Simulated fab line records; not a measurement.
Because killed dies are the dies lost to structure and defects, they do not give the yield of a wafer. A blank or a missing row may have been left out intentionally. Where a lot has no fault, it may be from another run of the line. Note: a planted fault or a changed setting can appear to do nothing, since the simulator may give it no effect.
Chamber matching / flow n5Finfet / uvCure-01 running N5_BEOL_M6_CURE_75: 3 sister chambers
The step cures SiCOH lowk, time 120 s. 3 wafers are shown with their chamber, then 8 later ones without.

== WAFERS WITH THEIR CHAMBER ==
wafer=L077.5 chamber=2 wafer_temp_C_max=371.5
wafer=L083.4 chamber=1 wafer_temp_C_max=373.7
wafer=L089.2 chamber=0 wafer_temp_C_max=371.1

== WAFERS WITHOUT THEIR CHAMBER ==
wafer=L089.5 wafer_temp_C_max=370.5
wafer=L089.6 wafer_temp_C_max=371.3
wafer=L091.1 wafer_temp_C_max=372.4
wafer=L091.2 wafer_temp_C_max=372.6
wafer=L091.6 wafer_temp_C_max=372.5
wafer=L093.2 wafer_temp_C_max=372.8
wafer=L093.5 wafer_temp_C_max=372.8
wafer=L093.6 wafer_temp_C_max=372.4

== THE CHAMBER EACH PASSED THROUGH ==
wafer=L089.5; from the rows above=can't be placed: 0 or 2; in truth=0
wafer=L089.6; from the rows above=can't be placed: 0 or 2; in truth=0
wafer=L091.1; from the rows above=can't be placed: 2 or 0 or 1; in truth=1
wafer=L091.2; from the rows above=can't be placed: 1 or 2 or 0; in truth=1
wafer=L091.6; from the rows above=can't be placed: 2 or 1 or 0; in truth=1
wafer=L093.2; from the rows above=can't be placed: 1 or 2 or 0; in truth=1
wafer=L093.5; from the rows above=can't be placed: 1 or 2 or 0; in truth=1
wafer=L093.6; from the rows above=can't be placed: 2 or 0 or 1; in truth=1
Placed correctly: 0 of 8. From these rows, 8 cannot be placed; in 8 the true chamber is one of the candidates. Wrongly placed: 0.
How it was worked out, from the rows above alone: a wafer's distance from a chamber is the root of the sum, over the readings, of the square of ((its reading less the chamber's mean) divided by the reading's scatter). The wafer belongs to the nearest chamber; if the next one is less than 2 further off, it can't be placed. A chamber's mean is the mean of its shown wafers. The scatter: root of mean squared gap, hidden wafer to nearest shown wafer, with one shown wafer a chamber.
